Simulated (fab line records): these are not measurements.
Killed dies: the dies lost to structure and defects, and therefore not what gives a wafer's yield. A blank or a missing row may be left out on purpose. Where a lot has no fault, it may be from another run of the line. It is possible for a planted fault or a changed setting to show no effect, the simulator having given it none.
fab line records | flow n5_finfet | part 2 of 2: steps 5 to 6 of 6
[record] lots = 23 | wafers = 69 | last_day = 19
route steps=1938 shown BEOL_M0_SAQP@636 BEOL_M0_CUTY@711
lots that met no fault: taken from a fault-free run of the same line
start_h: start of the lot's first displayed wafer, in hours after the record's first day | wait_h: how many hours have passed since the lot's step before this one | " repeats the value in the row above | L1.1+2: several wafers, shown together as one row | - no value, or no start given | * or withheld: withheld | < > ~ a bound
route shown NAME@n: NAME is a module with steps in the file, n the number in the route of the first one | usual: the fault-free wafers' mean and standard deviation | same: alike in all rows | chamber/n: place in a boat | sites: the reading at each site | _std_site: the values' standard deviation | _edge_site: outer sites' mean less inner sites' | radius_mm: how far each site lies from the wafer's centre | mask NAME#n: copy n | behind: the last tool/chamber to shape the wafer | hold: the reason the lot was held/the length of the hold in hours/how it ended | device: which transistor (n, p or np) failed to switch | end of line: the route-end tests of the same wafers | for a step that has no rows: nothing shown but its recipe | killed: dies that structure and defects cost at the first sort, which is not the same as the wafer's yield | map: per-die view of a wafer (x killed, . not killed, _ where there is no die)
set.NAME: setting as actually run; set.NAME@STEP: the setting as run at that earlier step | model.NAME: the simulator's own value behind a step, which no gauge read
steps of the route over a sample of lots; a table a step, a row a wafer
services: when a tool's chamber went out of use (start_h, in hours from the record's first day, below 0 if earlier), for how many hours, and the reason
[[steps]]
[step N5_BEOL_M0_SAQP_CUT_ETCH_46]
[recipe] chemistry = N2/H2 | target = SOC | target_depth_a = 1350 | overetch_a = 270 | temp_c = 40 | time_s = 202.5 | ion_energy_ev = 200 | mask_material = SiARC | pressure_mtorr = 30 | source_w = 840 | bias_w = 150 | n2_flow_sccm = 200 | h2_flow_sccm = 200
[usual] chamber_pressure_mTorr = 30.00/0.03 | drypump_motor_current_A = 5.5/0.5 | rf_vpp_V = 524.0/2.5 | showerhead_plenum_p_Torr = 2.54/0.081 | throttle_valve_pct = 17.78/0.29
lot.wafer | tool        | chamber | start_h | wait_h | chamber_pressure_mTorr | drypump_motor_current_A | rf_hours_counter_h | rf_vpp_V | showerhead_plenum_p_Torr | throttle_valve_pct
L074.1    | rie_diel-03 | 0       | 117.51  | 0.0    | 29.95                  | 4.9                     | 4                  | 527.7    | 2.68                     | 17.26
L074.5    | "           | 0       | "       | "      | 30.02                  | 5.0                     | -                  | 529.6    | 2.68                     | 17.27
L074.6    | "           | 3       | "       | "      | 29.98                  | 6.2                     | -                  | 521.6    | 2.49                     | 17.76
L075.2    | rie_diel-01 | 3       | 123.93  | 0.0    | 29.99                  | 5.6                     | 248                | 526.4    | 2.58                     | 17.62
L075.5    | "           | 0       | "       | "      | 30.06                  | 5.3                     | -                  | 519.8    | 2.39                     | 18.13
L075.6    | "           | 3       | "       | "      | 29.95                  | 5.6                     | -                  | 525.1    | 2.58                     | 17.60
L076.4    | rie_diel-03 | 3       | 135.71  | 0.0    | 29.99                  | 6.2                     | 36                 | 522.3    | 2.49                     | 17.76
L076.5    | "           | 0       | "       | "      | 30.02                  | 5.0                     | -                  | 528.7    | 2.67                     | 17.27
L076.6    | "           | 1       | "       | "      | 29.94                  | 5.6                     | -                  | 524.4    | 2.53                     | 18.08
L078.4    | rie_diel-03 | 1       | 137.73  | 0.0    | 29.98                  | 5.6                     | 186                | 523.4    | 2.53                     | 18.08
L078.5    | "           | 0       | "       | "      | 30.03                  | 5.0                     | -                  | 528.3    | 2.67                     | 17.28
L078.6    | "           | 1       | "       | "      | 29.95                  | 5.6                     | -                  | 522.3    | 2.53                     | 18.08
L077.1    | rie_diel-04 | 3       | 143.08  | 0.0    | 29.98                  | 6.4                     | 132                | 524.0    | 2.57                     | 18.19
L077.3    | "           | 0       | "       | "      | 30.00                  | 5.3                     | 8                  | 526.0    | 2.60                     | 17.83
L077.6    | "           | 3       | "       | "      | 30.02                  | 6.4                     | -                  | 524.5    | 2.57                     | 18.18
L079.1    | rie_diel-03 | 0       | 143.66  | 0.0    | 29.99                  | 5.0                     | 13                 | 529.5    | 2.67                     | 17.28
L079.3    | "           | 1       | "       | "      | 30.00                  | 5.6                     | 188                | 524.3    | 2.52                     | 18.07
L079.4    | "           | 2       | "       | "      | 30.01                  | 5.1                     | 94                 | 524.3    | 2.57                     | 17.81
L080.3    | rie_diel-03 | 2       | 148.19  | 0.0    | 29.98                  | 5.1                     | 96                 | 524.6    | 2.58                     | 17.79
L080.4    | "           | 1       | "       | "      | 30.05                  | 5.6                     | 189                | 522.3    | 2.52                     | 18.06
L080.5    | "           | 3       | "       | "      | 29.96                  | 6.2                     | -                  | 521.1    | 2.48                     | 17.78
L081.2    | rie_diel-04 | 1       | 150.65  | 0.0    | 29.99                  | 5.6                     | 129                | 524.3    | 2.54                     | 17.70
L081.3    | "           | 3       | "       | "      | 29.96                  | 6.4                     | 134                | 523.1    | 2.57                     | 18.17
L081.5    | "           | 2       | "       | "      | 29.96                  | 4.8                     | -                  | 519.7    | 2.44                     | 17.99
L082.2    | rie_diel-04 | 0       | 161.90  | 0.0    | 29.99                  | 5.3                     | 10                 | 527.4    | 2.60                     | 17.82
L082.3    | "           | 1       | "       | "      | 29.96                  | 5.7                     | 132                | 524.9    | 2.53                     | 17.71
L082.6    | "           | 0       | "       | "      | 30.01                  | 5.3                     | -                  | 524.1    | 2.60                     | 17.83
L083.3    | rie_diel-01 | 1       | 166.23  | 0.0    | 29.99                  | 5.1                     | 154                | 521.5    | 2.42                     | 18.12
L083.4    | "           | 2       | "       | "      | 29.96                  | 5.5                     | -                  | 521.3    | 2.47                     | 17.49
L083.5    | "           | 1       | "       | "      | 29.99                  | 5.1                     | -                  | 520.0    | 2.42                     | 18.11
L084.1    | rie_diel-03 | 1       | 177.86  | 0.0    | 29.98                  | 5.6                     | 197                | 523.2    | 2.52                     | 18.07
L084.4    | "           | 2       | "       | "      | 30.02                  | 5.1                     | 104                | 524.9    | 2.57                     | 17.81
L084.6    | "           | 2       | "       | "      | 30.02                  | 5.0                     | -                  | 524.1    | 2.57                     | 17.81
L085.1    | rie_diel-04 | 2       | 186.88  | 0.0    | 29.99                  | 4.7                     | 210                | 520.5    | 2.43                     | 17.96
L085.4    | "           | 1       | "       | "      | 30.01                  | 5.6                     | 139                | 524.0    | 2.53                     | 17.75
L085.6    | "           | 2       | "       | "      | 30.00                  | 4.8                     | -                  | 521.9    | 2.43                     | 17.98
L086.1    | rie_diel-03 | 1       | 188.25  | 0.0    | 30.00                  | 5.6                     | 201                | 522.5    | 2.52                     | 18.08
L086.2    | "           | 3       | "       | "      | 29.98                  | 6.2                     | 52                 | 522.6    | 2.48                     | 17.80
L086.3    | "           | 0       | "       | "      | 29.95                  | 5.0                     | 27                 | 528.7    | 2.67                     | 17.32
L087.1    | rie_diel-03 | 0       | 195.91  | 0.0    | 30.02                  | 5.0                     | 29                 | 527.8    | 2.67                     | 17.30
L087.2    | "           | 1       | "       | "      | 30.03                  | 5.6                     | 203                | 522.7    | 2.52                     | 18.09
L087.4    | "           | 2       | "       | "      | 30.02                  | 5.0                     | 109                | 524.7    | 2.57                     | 17.82
L088.1    | rie_diel-04 | 2       | 199.31  | 0.0    | 29.98                  | 4.7                     | 214                | 520.2    | 2.43                     | 18.00
L088.3    | "           | 0       | "       | "      | 30.00                  | 5.3                     | 22                 | 524.6    | 2.59                     | 17.83
L088.5    | "           | 1       | "       | "      | 29.96                  | 5.7                     | -                  | 523.8    | 2.53                     | 17.72
L089.2    | rie_diel-01 | 3       | 205.30  | 0.0    | 30.02                  | 5.6                     | 17                 | 524.5    | 2.57                     | 17.21
L089.3    | "           | 0       | "       | "      | 30.00                  | 5.3                     | 6                  | 528.6    | 2.70                     | 17.67
L089.6    | "           | 0       | "       | "      | 30.00                  | 5.3                     | -                  | 529.0    | 2.70                     | 17.65
L090.1    | rie_diel-01 | 2       | 207.82  | 0.0    | 29.98                  | 5.5                     | 31                 | 521.6    | 2.47                     | 17.51
L090.2    | "           | 0       | "       | "      | 29.96                  | 5.3                     | 7                  | 529.2    | 2.70                     | 17.68
L090.6    | "           | 2       | "       | "      | 29.99                  | 5.5                     | -                  | 524.1    | 2.47                     | 17.52
L092.2    | rie_diel-04 | 1       | 223.33  | 0.0    | 30.01                  | 5.6                     | 148                | 524.1    | 2.53                     | 17.74
L092.4    | "           | 3       | "       | "      | 30.05                  | 6.4                     | 156                | 524.1    | 2.56                     | 18.23
L092.6    | "           | 1       | "       | "      | 30.01                  | 5.6                     | -                  | 524.7    | 2.53                     | 17.74
L093.1    | rie_diel-03 | 0       | 228.66  | 0.0    | 29.99                  | 4.9                     | 36                 | 527.9    | 2.66                     | 17.32
L093.5    | "           | 3       | "       | "      | 29.97                  | 6.2                     | -                  | 523.0    | 2.48                     | 17.82
L093.6    | "           | 2       | "       | "      | 29.98                  | 5.1                     | -                  | 523.6    | 2.57                     | 17.83
L094.2    | rie_diel-03 | 1       | 236.66  | 0.0    | 29.95                  | 5.6                     | 213                | 522.6    | 2.51                     | 18.11
L094.3    | "           | 2       | "       | "      | 30.04                  | 5.1                     | 119                | 523.2    | 2.56                     | 17.83
L094.5    | "           | 3       | "       | "      | 29.97                  | 6.2                     | -                  | 522.7    | 2.47                     | 17.80
L095.1    | rie_diel-04 | 2       | 241.23  | 0.0    | 29.93                  | 4.8                     | 227                | 520.5    | 2.43                     | 18.02
L095.2    | "           | 1       | "       | "      | 29.99                  | 5.6                     | 155                | 523.8    | 2.52                     | 17.75
L095.4    | "           | 0       | "       | "      | 30.00                  | 5.3                     | 33                 | 525.0    | 2.59                     | 17.87
L096.1    | rie_diel-03 | 3       | 243.64  | 0.0    | 30.02                  | 6.2                     | 66                 | 522.2    | 2.47                     | 17.82
L096.3    | "           | 1       | "       | "      | 30.00                  | 5.6                     | 215                | 521.7    | 2.51                     | 18.13
L096.5    | "           | 3       | "       | "      | 30.00                  | 6.2                     | -                  | 521.9    | 2.47                     | 17.81
L097.1    | rie_diel-01 | 1       | 252.60  | 0.0    | 30.01                  | 5.1                     | 187                | 523.0    | 2.41                     | 18.16
L097.4    | "           | 2       | "       | "      | 29.96                  | 5.4                     | -                  | 523.0    | 2.46                     | 17.59
L097.5    | "           | 0       | "       | "      | 30.05                  | 5.4                     | -                  | 530.2    | 2.70                     | 17.68
[step N5_BEOL_M0_CUTY_DESCUM_61]
[recipe] chemistry = O2 | time_s = 7.9 | source_power_w = 50 | bias_power_w = 20 | pressure_mtorr = 20 | rf_frequency_hz = 2.712e+07 | temp_c = 40 | resist = CAR-ArF-block | o2_flow_sccm = 225
[usual] chamber_pressure_mTorr = 19.998/0.019 | drypump_motor_current_A = 5.6/0.54 | oes_product_au = 0.78/0.082 | rf_vpp_V = 243.4/1.1 | showerhead_plenum_p_Torr = 2.11/0.06 | throttle_valve_pct = 20.4/0.33
lot.wafer | tool        | chamber | start_h | wait_h | chamber_pressure_mTorr | drypump_motor_current_A | oes_product_au | rf_hours_counter_h | rf_vpp_V | showerhead_plenum_p_Torr | throttle_valve_pct
L074.1    | rie_diel-05 | 0       | 118.82  | 0.0    | 19.989                 | 6.3                     | 0.82           | 97                 | 241.8    | 1.99                     | 20.0
L074.5    | "           | 1       | "       | "      | 19.978                 | 4.9                     | 0.72           | -                  | 243.1    | 2.09                     | 20.2
L074.6    | "           | 2       | "       | "      | 19.983                 | 5.9                     | 0.88           | -                  | 242.1    | 2.05                     | 20.2
L075.2    | rie_diel-02 | 1       | 125.83  | 0.0    | 20.010                 | 5.7                     | 0.79           | 116                | 243.8    | 2.13                     | 20.8
L075.5    | "           | 0       | "       | "      | 19.983                 | 6.2                     | 0.71           | -                  | 244.1    | 2.18                     | 20.9
L075.6    | "           | 1       | "       | "      | 19.993                 | 5.7                     | 0.78           | -                  | 243.4    | 2.13                     | 20.8
L076.4    | rie_diel-02 | 0       | 137.02  | 0.0    | 19.984                 | 6.1                     | 0.70           | 204                | 243.2    | 2.18                     | 21.0
L076.5    | "           | 1       | "       | "      | 19.991                 | 5.7                     | 0.78           | -                  | 243.6    | 2.13                     | 20.8
L076.6    | "           | 2       | "       | "      | 19.986                 | 5.1                     | 0.70           | -                  | 243.2    | 2.18                     | 20.6
L078.4    | rie_diel-02 | 3       | 139.35  | 0.5    | 20.014                 | 5.3                     | 0.67           | 237                | 242.9    | 2.17                     | 20.8
L078.5    | "           | 2       | "       | "      | 19.994                 | 5.1                     | 0.71           | -                  | 246.0    | 2.17                     | 20.6
L078.6    | "           | 1       | "       | "      | 19.999                 | 5.8                     | 0.77           | -                  | 243.7    | 2.13                     | 20.8
L077.1    | rie_diel-02 | 0       | 144.53  | 0.0    | 20.012                 | 6.2                     | 0.70           | 207                | 243.3    | 2.18                     | 21.0
L077.3    | "           | 2       | "       | "      | 19.987                 | 5.1                     | 0.70           | 182                | 244.0    | 2.17                     | 20.6
L077.6    | "           | 3       | "       | "      | 19.999                 | 5.3                     | 0.67           | -                  | 242.4    | 2.16                     | 20.8
L079.1    | rie_diel-06 | 1       | 145.05  | 0.0    | 19.980                 | 6.5                     | 0.86           | 63                 | 243.3    | 2.13                     | 20.0
L079.3    | "           | 0       | "       | "      | 20.004                 | 5.3                     | 0.76           | 165                | 245.7    | 2.14                     | 20.4
L079.4    | "           | 3       | "       | "      | 20.044                 | 4.8                     | 0.93           | -                  | 243.1    | 2.06                     | 19.9
L080.3    | rie_diel-06 | 3       | 149.50  | 0.0    | 20.024                 | 4.8                     | 0.93           | 22                 | 242.8    | 2.05                     | 19.9
L080.4    | "           | 1       | "       | "      | 19.989                 | 6.5                     | 0.86           | -                  | 244.6    | 2.12                     | 20.0
L080.5    | "           | 3       | "       | "      | 19.984                 | 4.8                     | 0.92           | -                  | 243.8    | 2.05                     | 19.9
L081.2    | rie_diel-02 | 1       | 151.97  | 0.0    | 19.936                 | 5.7                     | 0.77           | 125                | 244.3    | 2.12                     | 20.8
L081.3    | "           | 2       | "       | "      | 19.982                 | 5.1                     | 0.70           | 185                | 244.2    | 2.17                     | 20.6
L081.5    | "           | 3       | "       | "      | 20.009                 | 5.3                     | 0.67           | -                  | 242.2    | 2.16                     | 20.8
L082.2    | rie_diel-02 | 0       | 163.63  | 0.5    | 20.000                 | 6.2                     | 0.70           | 213                | 243.0    | 2.18                     | 21.0
L082.3    | "           | 1       | "       | "      | 20.005                 | 5.7                     | 0.77           | 129                | 243.0    | 2.12                     | 20.8
L082.6    | "           | 3       | "       | "      | 20.024                 | 5.3                     | 0.67           | -                  | 243.3    | 2.16                     | 20.8
L083.3    | rie_diel-02 | 1       | 167.41  | 0.0    | 20.000                 | 5.7                     | 0.77           | 130                | 244.0    | 2.12                     | 20.8
L083.4    | "           | 0       | "       | "      | 20.029                 | 6.1                     | 0.69           | 215                | 244.2    | 2.18                     | 21.0
L083.5    | "           | 1       | "       | "      | 19.991                 | 5.7                     | 0.77           | -                  | 242.9    | 2.12                     | 20.8
L084.1    | rie_diel-06 | 1       | 179.19  | 0.0    | 19.972                 | 6.5                     | 0.84           | 76                 | 243.0    | 2.12                     | 20.0
L084.4    | "           | 1       | "       | "      | 20.034                 | 6.5                     | 0.84           | -                  | 243.4    | 2.12                     | 20.0
L084.6    | "           | 3       | "       | "      | 19.999                 | 4.8                     | 0.90           | -                  | 242.0    | 2.05                     | 19.9
L085.1    | rie_diel-06 | 0       | 188.34  | 0.0    | 20.002                 | 5.3                     | 0.76           | 179                | 243.3    | 2.14                     | 20.4
L085.4    | "           | 2       | "       | "      | 19.952                 | 5.4                     | 0.97           | 6                  | 244.8    | 2.15                     | 20.5
L085.6    | "           | 1       | "       | "      | 19.998                 | 6.5                     | 0.84           | -                  | 244.3    | 2.12                     | 20.0
L086.1    | rie_diel-05 | 0       | 189.59  | 0.1    | 20.007                 | 6.3                     | 0.82           | 121                | 242.1    | 1.98                     | 20.1
L086.2    | "           | 1       | "       | "      | 20.003                 | 4.9                     | 0.71           | 188                | 243.8    | 2.08                     | 20.2
L086.3    | "           | 2       | "       | "      | 20.013                 | 5.9                     | 0.86           | 59                 | 243.3    | 2.04                     | 20.2
L087.1    | rie_diel-05 | 3       | 198.80  | 0.2    | 20.016                 | 5.6                     | 0.68           | 242                | 245.5    | 2.16                     | 20.6
L087.2    | "           | 1       | "       | "      | 20.001                 | 4.9                     | 0.71           | 192                | 243.8    | 2.08                     | 20.2
L087.4    | "           | 0       | "       | "      | 20.009                 | 6.3                     | 0.79           | 124                | 240.8    | 1.98                     | 20.1
L088.1    | rie_diel-05 | 2       | 204.87  | 0.5    | 20.008                 | 5.9                     | 0.84           | 66                 | 242.4    | 2.04                     | 20.2
L088.3    | "           | 0       | "       | "      | 20.017                 | 6.3                     | 0.79           | 127                | 242.4    | 1.98                     | 20.1
L088.5    | "           | 1       | "       | "      | 20.003                 | 4.9                     | 0.70           | -                  | 243.0    | 2.08                     | 20.2
L089.2    | rie_diel-05 | 3       | 206.49  | 0.0    | 19.990                 | 5.6                     | 0.68           | 245                | 242.9    | 2.16                     | 20.6
L089.3    | "           | 2       | "       | "      | 20.014                 | 5.9                     | 0.84           | 66                 | 243.2    | 2.04                     | 20.2
L089.6    | "           | 2       | "       | "      | 19.975                 | 5.9                     | 0.83           | -                  | 242.2    | 2.04                     | 20.3
L090.1    | rie_diel-06 | 3       | 209.35  | 0.2    | 20.036                 | 4.8                     | 0.89           | 44                 | 242.4    | 2.05                     | 19.9
L090.2    | "           | 1       | "       | "      | 20.006                 | 6.5                     | 0.84           | 86                 | 243.8    | 2.12                     | 20.0
L090.6    | "           | 1       | "       | "      | 20.010                 | 6.4                     | 0.84           | -                  | 242.4    | 2.12                     | 20.0
L092.2    | rie_diel-05 | 1       | 224.53  | 0.0    | 20.003                 | 4.9                     | 0.70           | 203                | 243.7    | 2.08                     | 20.2
L092.4    | "           | 0       | "       | "      | 20.021                 | 6.3                     | 0.78           | 136                | 243.0    | 1.98                     | 20.1
L092.6    | "           | 1       | "       | "      | 19.986                 | 4.9                     | 0.70           | -                  | 242.4    | 2.08                     | 20.2
L093.1    | rie_diel-06 | 1       | 230.01  | 0.0    | 19.988                 | 6.5                     | 0.82           | 92                 | 244.2    | 2.12                     | 20.0
L093.5    | "           | 0       | "       | "      | 19.995                 | 5.3                     | 0.73           | -                  | 243.8    | 2.13                     | 20.4
L093.6    | "           | 1       | "       | "      | 19.994                 | 6.5                     | 0.82           | -                  | 242.9    | 2.12                     | 20.0
L094.2    | rie_diel-05 | 2       | 238.53  | 0.3    | 20.029                 | 5.9                     | 0.82           | 80                 | 243.4    | 2.04                     | 20.3
L094.3    | "           | 2       | "       | "      | 19.982                 | 5.9                     | 0.82           | -                  | 243.8    | 2.04                     | 20.3
L094.5    | "           | 2       | "       | "      | 20.021                 | 5.9                     | 0.83           | -                  | 243.7    | 2.04                     | 20.3
L095.1    | rie_diel-06 | 2       | 242.57  | 0.1    | 19.971                 | 5.4                     | 0.93           | 24                 | 244.1    | 2.15                     | 20.5
L095.2    | "           | 3       | "       | "      | 20.002                 | 4.8                     | 0.86           | 54                 | 243.5    | 2.04                     | 20.0
L095.4    | "           | 1       | "       | "      | 19.975                 | 6.5                     | 0.82           | 96                 | 243.2    | 2.11                     | 20.0
L096.1    | rie_diel-02 | 3       | 245.45  | 0.5    | 19.972                 | 5.3                     | 0.90           | 17                 | 242.8    | 2.15                     | 20.8
L096.3    | "           | 2       | "       | "      | 19.970                 | 5.1                     | 0.68           | 219                | 244.1    | 2.16                     | 20.6
L096.5    | "           | 2       | "       | "      | 19.967                 | 5.1                     | 0.67           | -                  | 243.7    | 2.16                     | 20.7
L097.1    | rie_diel-06 | 0       | 253.93  | 0.0    | 19.989                 | 5.3                     | 0.73           | 200                | 243.9    | 2.13                     | 20.5
L097.4    | "           | 2       | "       | "      | 19.988                 | 5.4                     | 0.91           | 29                 | 243.8    | 2.14                     | 20.5
L097.5    | "           | 2       | "       | "      | 20.031                 | 5.4                     | 0.92           | -                  | 243.9    | 2.14                     | 20.5
[[services]]
tool        | chamber | start_h | hours | kind
rie_diel-06 | 3       | 89.22   | 5.0   | repair
rie_diel-03 | 0       | 92.95   | -     | clean
rie_diel-03 | 0       | 92.95   | -     | consumable_replace:focus_ring
rie_diel-03 | 0       | 92.95   | -     | consumable_replace:showerhead
pecvd-04    | 2       | 96.11   | 9.0   | repair
rie_diel-04 | 2       | 96.27   | 15.7  | repair
pecvd-02    | -       | 114.96  | 5.5   | pm
rie_diel-05 | 1       | 121.32  | 1.8   | repair
pecvd-04    | -       | 125.96  | 1.0   | repair
rie_diel-04 | -       | 136.35  | 1.1   | repair
rie_diel-04 | 0       | 152.81  | 8.1   | repair
rie_diel-04 | -       | 167.56  | 0.5   | repair
rie_diel-06 | 1       | 173.12  | 2.4   | repair
rie_diel-06 | 0       | 174.16  | 8.3   | repair
pecvd-02    | 0       | 204.42  | 9.0   | repair
rie_diel-05 | 3       | 211.18  | 8.2   | repair
pecvd-04    | 2       | 215.90  | 3.4   | repair
rie_diel-01 | 0       | 223.37  | 15.1  | repair
pecvd-04    | 2       | 228.99  | 4.0   | repair
pecvd-02    | 1       | 230.84  | 14.9  | repair
rie_diel-05 | 1       | 231.51  | 7.3   | repair
rie_diel-01 | 3       | 232.64  | 22.4  | repair
pecvd-01    | 1       | 233.56  | 22.8  | repair
rie_diel-03 | -       | 244.35  | 28.1  | pm
